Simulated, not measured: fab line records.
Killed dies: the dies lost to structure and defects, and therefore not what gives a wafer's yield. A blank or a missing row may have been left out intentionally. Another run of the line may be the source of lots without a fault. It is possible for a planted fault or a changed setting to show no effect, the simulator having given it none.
Which tool was responsible? ; flow nand_harc ; 24 lots, 72 wafers sampled, at 5 steps of a route of 1302

== WHAT THE GAUGES SHOWED, per wafer ==
NHARC_A_ONON_D1_THK_MEAS_21: measures by ellipsometry. Usual: thk_nm at 997 nm, with a standard deviation of 11.
lot;measured;on;thk_nm (nm);flag
L074;day 8 05:04;film_metro-02;999 998 998;
L075;day 8 15:19;film_metro-01;990 988 991;
L076;day 8 23:20;film_metro-02;996 993 996;
L077;day 9 16:07;film_metro-02;1005 1004 1003;
L078;day 9 16:08;film_metro-01;998 999 999;
L079;day 10 09:28;film_metro-02;998 996 996;
L080;day 10 16:26;film_metro-02;996 998 997;
L081;day 11 00:57;film_metro-02;989 990 989;
L082;day 11 09:50;film_metro-01;981 980 980;
L083;day 12 04:59;film_metro-01;1003 1006 1003;
L084;day 12 14:36;film_metro-02;975 975 975;
L085;day 12 21:23;film_metro-02;1000 1003 998;
L086;day 13 02:43;film_metro-02;988 988 991;
L088;day 14 02:46;film_metro-01;994 995 996;
L087;day 14 02:46;film_metro-02;1012 1012 1013;
L089;day 14 08:09;film_metro-02;1017 1017 1018;
L090;day 14 23:22;film_metro-01;985 986 987;
L091;day 14 23:22;film_metro-02;1006 1005 1007;
L092;day 15 18:17;film_metro-02;1024 1024 1025;
L093;day 15 18:18;film_metro-01;987 987 988;
L094;day 16 18:02;film_metro-01;1005 1004 1006;
L095;day 16 18:03;film_metro-01;994 993 995;
L096;day 17 09:21;film_metro-01;995 996 993;
L097;day 18 01:59;film_metro-02;994 989 991;

NHARC_A_CHANNEL_HOLE_D1_INSPECT_12. Usual: raw_defect_count at 5.8, with a standard deviation of 2.5.
lot;measured;on;raw_defect_count;flag
L074;day 8 10:08;defect_inspect-02;8 4 3;
L075;day 9 00:00;defect_inspect-02;8 4 6;
L076;day 9 10:20;defect_inspect-02;4 7 4;
L077;day 9 21:58;defect_inspect-02;6 3 6;
L078;day 9 21:12;defect_inspect-01;7 6 2;
L079;day 10 16:28;defect_inspect-02;5 6 5;
L080;day 10 21:47;defect_inspect-02;2 3 8;
L081;day 11 06:05;defect_inspect-02;3 2 5;
L082;day 11 15:34;defect_inspect-01;3 8 6;
L083;day 12 13:59;defect_inspect-02;6 7 7;
L084;day 12 20:28;defect_inspect-02;7 7 5;
L085;day 13 03:17;defect_inspect-01;9 12 8;
L086;day 13 07:49;defect_inspect-01;4 5 5;
L088;day 14 10:48;defect_inspect-01;8 3 2;
L087;day 14 08:59;defect_inspect-02;3 8 4;
L089;day 14 13:20;defect_inspect-01;6 1 5;
L090;day 15 04:19;defect_inspect-01;7 6 6;
L091;day 15 04:38;defect_inspect-02;8 9 3;
L092;day 16 02:42;defect_inspect-02;5 9 9;
L093;day 16 02:32;defect_inspect-02;8 8 11;
L094;day 17 00:02;defect_inspect-02;5 4 2;
L095;day 17 00:33;defect_inspect-02;5 10 3;
L096;day 17 15:13;defect_inspect-02;7 5 3;
L097;day 18 07:41;defect_inspect-01;5 4 5;

NHARC_A_CHANNEL_HOLE_D1_INSPECT_40. Usual: raw_defect_count at 71, with a standard deviation of 25.
lot;measured;on;raw_defect_count;flag
L074;day 8 17:11;defect_inspect-01;100 86 111;
L075;day 9 06:59;defect_inspect-02;47 75 57;
L076;day 9 17:15;defect_inspect-02;94 110 113;
L077;day 10 06:32;defect_inspect-02;47 45 56;
L078;day 10 04:17;defect_inspect-02;119 99 99;
L079;day 10 23:43;defect_inspect-01;35 45 34;
L080;day 11 04:44;defect_inspect-01;85 97 89;
L081;day 11 13:02;defect_inspect-01;41 42 43;
L082;day 12 02:56;defect_inspect-01;78 85 64;
L083;day 12 21:20;defect_inspect-02;106 88 97;
L084;day 13 03:40;defect_inspect-02;62 65 53;
L085;day 13 10:13;defect_inspect-01;116 122 75;
L086;day 13 14:44;defect_inspect-01;59 59 61;
L088;day 14 18:18;defect_inspect-02;66 58 64;
L087;day 14 16:57;defect_inspect-02;106 120 106;
L089;day 14 21:07;defect_inspect-01;118 82 107;
L090;day 15 11:22;defect_inspect-01;75 59 56;
L091;day 15 11:49;defect_inspect-01;96 85 101;
L092;day 16 14:05;defect_inspect-02;68 61 72;
L093;day 16 09:56;defect_inspect-01;48 70 70;
L094;day 17 09:30;defect_inspect-02;55 49 88;
L095;day 17 13:40;defect_inspect-01;59 68 52;
L096;day 18 00:07;defect_inspect-01;27 42 28;
L097;day 18 14:50;defect_inspect-02;64 43 25;

== WHICH TOOL RAN EACH LOT (tool, then ch and the chambers of the sampled wafers, then the start) ==
lot;NHARC_A_CHANNEL_HOLE_D1_ETCH_26;NHARC_A_CHANNEL_HOLE_D1_ETCH_44
L074;har_etch-02 ch 0,1, day 8 15:11;rie_diel-11 ch 0,3, day 8 16:10
L075;har_etch-01 ch 0,1, day 9 05:02;rie_diel-11 ch 0,3, day 9 05:59
L076;har_etch-02 ch 1, day 9 15:19;rie_diel-11 ch 1,2,3, day 9 16:16
L077;har_etch-01 ch 0,1, day 10 04:37;rie_diel-11 ch 2,3, day 10 05:34
L078;har_etch-02 ch 0,1, day 10 02:17;rie_diel-11 ch 0,1,3, day 10 03:18
L079;har_etch-01 ch 0,1, day 10 22:44 or earlier;rie_diel-04 ch 0,1,2, day 10 22:44
L080;har_etch-02 ch 0,1, day 11 02:49;rie_diel-04 ch 1,3, day 11 03:46
L081;har_etch-01 ch 0,1, day 11 11:11;rie_diel-11 ch 0,1, day 11 12:04
L082;har_etch-02 ch 1, day 12 00:41;rie_diel-11 ch 0,2,3, day 12 01:58
L083;har_etch-02 ch 0,1, day 12 19:27;rie_diel-11 ch 1,2, day 12 20:22
L084;har_etch-01 ch 1, day 13 01:44;rie_diel-11 ch 0,2,3, day 13 02:41
L085;har_etch-02 ch 1, day 13 08:18;rie_diel-04 ch 1,2, day 13 09:15
L086;har_etch-01 ch 0,1, day 13 12:48;rie_diel-11 ch 0,1,2, day 13 13:45
L088;har_etch-01 ch 0,1, day 14 16:21;rie_diel-05 ch 1,2,3, day 14 17:19
L087;har_etch-02 ch 0,1, day 14 15:05;rie_diel-11 ch 0,2,3, day 14 15:58
L089;har_etch-02 ch 1, day 14 19:11;rie_diel-11 ch 0,2,3, day 14 20:08
L090;har_etch-01 ch 0,1, day 15 09:26;rie_diel-11 ch 0,1, day 15 10:23
L091;har_etch-02 ch 0,1, day 15 09:55;rie_diel-05 ch 0,1,3, day 15 10:51
L092;har_etch-01 ch 0,1, day 16 12:11;rie_diel-11 ch 1,2,3, day 16 13:06
L093;har_etch-01 ch 0,1, day 16 08:02;rie_diel-11 ch 1,2,3, day 16 08:57
L094;har_etch-01 ch 0,1, day 17 07:38;rie_diel-11 ch 1,2, day 17 08:31
L095;har_etch-01 ch 0,1, day 17 11:46;rie_diel-11 ch 0,1,2, day 17 12:41
L096;har_etch-02 ch 0,1, day 17 22:16;rie_diel-11 ch 0,3, day 17 23:08
L097;har_etch-02 ch 0,1, day 18 12:56;rie_diel-11 ch 0,1,2, day 18 13:52
- NHARC_A_CHANNEL_HOLE_D1_ETCH_26: etches the open film in C4F8/O2/Ar, time 224.1 s, target depth 300 nm.
- NHARC_A_CHANNEL_HOLE_D1_ETCH_44: etches the open film in CF4/O2, target depth 140 nm, overetch 14 nm, time 77 s.

== AS READ BY THE TOOLS THEMSELVES (means over the sampled wafers that have a number; for cases with no such wafer, the mark the record gives instead) ==
NHARC_A_CHANNEL_HOLE_D1_ETCH_26. Usual: drypump_motor_current_A 5.3 A, standard deviation 0.62; mfc_ar_sccm 375.0 sccm, standard deviation 1.3; oes_air_line_au 1.002 a.u., standard deviation 0.019; showerhead_plenum_p_Torr 3.70 Torr, standard deviation 0.1; temp_c -19.99 C, standard deviation 0.12; throttle_valve_pct 24.584 %, standard deviation 0.0096.
lot;tool;drypump_motor_current_A (A);mfc_ar_sccm (sccm);oes_air_line_au (a.u.);showerhead_plenum_p_Torr (Torr);temp_c (C);throttle_valve_pct (%);flag
L074;har_etch-02;4.8;375.8;1.001;3.70;-20.00;24.583;
L075;har_etch-01;5.8;374.8;0.996;3.72;-19.85;24.591;
L076;har_etch-02;4.6;376.2;1.003;3.81;-20.01;24.587;
L077;har_etch-01;5.8;375.2;0.990;3.71;-19.97;24.581;
L078;har_etch-02;4.8;373.9;1.001;3.75;-20.17;24.580;
L079;har_etch-01;5.8;373.5;0.990;3.71;-20.12;24.578;
L080;har_etch-02;4.7;373.7;0.992;3.74;-19.93;24.578;
L081;har_etch-01;6.0;374.7;1.002;3.66;-20.05;24.589;
L082;har_etch-02;4.7;375.1;1.011;3.79;-20.01;24.579;
L083;har_etch-02;4.7;375.0;0.991;3.72;-20.01;24.577;
L084;har_etch-01;6.2;375.7;1.006;3.60;-20.03;24.582;
L085;har_etch-02;4.7;375.3;0.995;3.78;-20.01;24.583;
L086;har_etch-01;5.8;374.4;1.000;3.69;-19.92;24.582;
L088;har_etch-01;6.0;375.7;0.996;3.63;-19.89;24.590;
L087;har_etch-02;4.8;375.0;0.984;3.66;-20.08;24.576;
L089;har_etch-02;4.6;374.3;1.026;3.77;-20.04;24.577;
L090;har_etch-01;6.0;375.0;1.012;3.63;-19.97;24.586;
L091;har_etch-02;4.7;375.7;1.009;3.70;-19.95;24.587;
L092;har_etch-01;6.0;376.2;1.010;3.62;-19.96;24.587;
L093;har_etch-01;5.8;375.0;1.012;3.66;-19.96;24.589;
L094;har_etch-01;6.0;375.1;1.011;3.61;-19.91;24.585;
L095;har_etch-01;6.0;376.7;1.007;3.61;-20.03;24.586;
L096;har_etch-02;4.8;375.0;1.001;3.90;-20.06;24.580;
L097;har_etch-02;4.7;375.2;1.014;3.82;-19.99;24.576;

NHARC_A_CHANNEL_HOLE_D1_ETCH_44. Usual: value, then standard deviation, for each; drypump_motor_current_A 5.8 A / 0.63; mfc_ar_sccm 0.004 sccm / 0.0069; oes_product_au 1.003 a.u. / 0.013; rf_fwd_power_W 298.3 W / 1.1; rf_vpp_V 197.2 V / 1.2; showerhead_plenum_p_Torr 1.30 Torr / 0.04; throttle_valve_pct 13.399 % / 0.0085.
lot;tool;drypump_motor_current_A (A);mfc_ar_sccm (sccm);oes_product_au (a.u.);rf_fwd_power_W (W);rf_vpp_V (V);showerhead_plenum_p_Torr (Torr);throttle_valve_pct (%);flag
L074;rie_diel-11;5.7;0.000;1.012;298.5;196.6;1.29;13.398;
L075;rie_diel-11;5.7;0.000;1.003;297.8;196.9;1.29;13.390;
L076;rie_diel-11;5.8;0.002;1.007;297.3;198.3;1.30;13.400;
L077;rie_diel-11;5.7;0.000;1.008;298.2;196.5;1.30;13.397;
L078;rie_diel-11;6.1;0.002;1.004;298.1;197.4;1.30;13.412;
L079;rie_diel-04;5.8;0.015;1.002;297.9;196.6;1.30;13.397;
L080;rie_diel-04;6.6;0.004;0.981;296.0;199.3;1.38;13.396;
L081;rie_diel-11;6.1;0.003;0.992;298.1;196.8;1.30;13.400;
L082;rie_diel-11;5.5;0.000;1.005;298.2;196.6;1.29;13.403;
L083;rie_diel-11;5.4;0.002;0.999;298.1;197.1;1.29;13.403;
L084;rie_diel-11;5.5;0.000;1.011;298.7;197.2;1.29;13.394;
L085;rie_diel-04;6.3;0.006;0.999;296.6;197.8;1.33;13.403;
L086;rie_diel-11;5.6;0.002;1.007;298.5;196.5;1.29;13.397;
L088;rie_diel-05;5.4;0.008;0.995;298.9;198.9;1.35;13.407;
L087;rie_diel-11;5.5;0.000;1.002;298.0;196.4;1.29;13.394;
L089;rie_diel-11;5.5;0.000;1.012;298.7;196.3;1.29;13.401;
L090;rie_diel-11;6.2;0.003;0.997;298.5;197.4;1.30;13.387;
L091;rie_diel-05;5.5;0.005;0.996;298.7;198.2;1.37;13.395;
L092;rie_diel-11;5.8;0.002;0.994;297.1;197.5;1.30;13.405;
L093;rie_diel-11;5.8;0.002;0.994;297.7;196.6;1.30;13.400;
L094;rie_diel-11;5.4;0.002;0.999;297.6;196.4;1.29;13.402;
L095;rie_diel-11;5.6;0.002;1.002;298.6;196.5;1.29;13.405;
L096;rie_diel-11;5.7;0.000;1.007;298.5;196.8;1.29;13.393;
L097;rie_diel-11;5.6;0.002;1.003;298.8;196.7;1.29;13.401;

== THE ANSWER, worked out from the rows above alone ==
Rule: a lot counts as off when the mean over its wafers that have a number is more than 3 standard deviations away from the usual mean. Also off: a lot with no number at a reading for which 4 or more lots have one. The other lots that the step has rows for count as sound. After the gauges, taken in route order, come the tools' own readings; for these a lot's mean is taken, as printed above. At the first step where some lot is off, the reading lying furthest off is the one used; lots without a number count as furthest.
No lot is off on any of the readings shown, so nothing can be concluded from this.

== WHAT THE SIMULATOR HAD INSERTED ==
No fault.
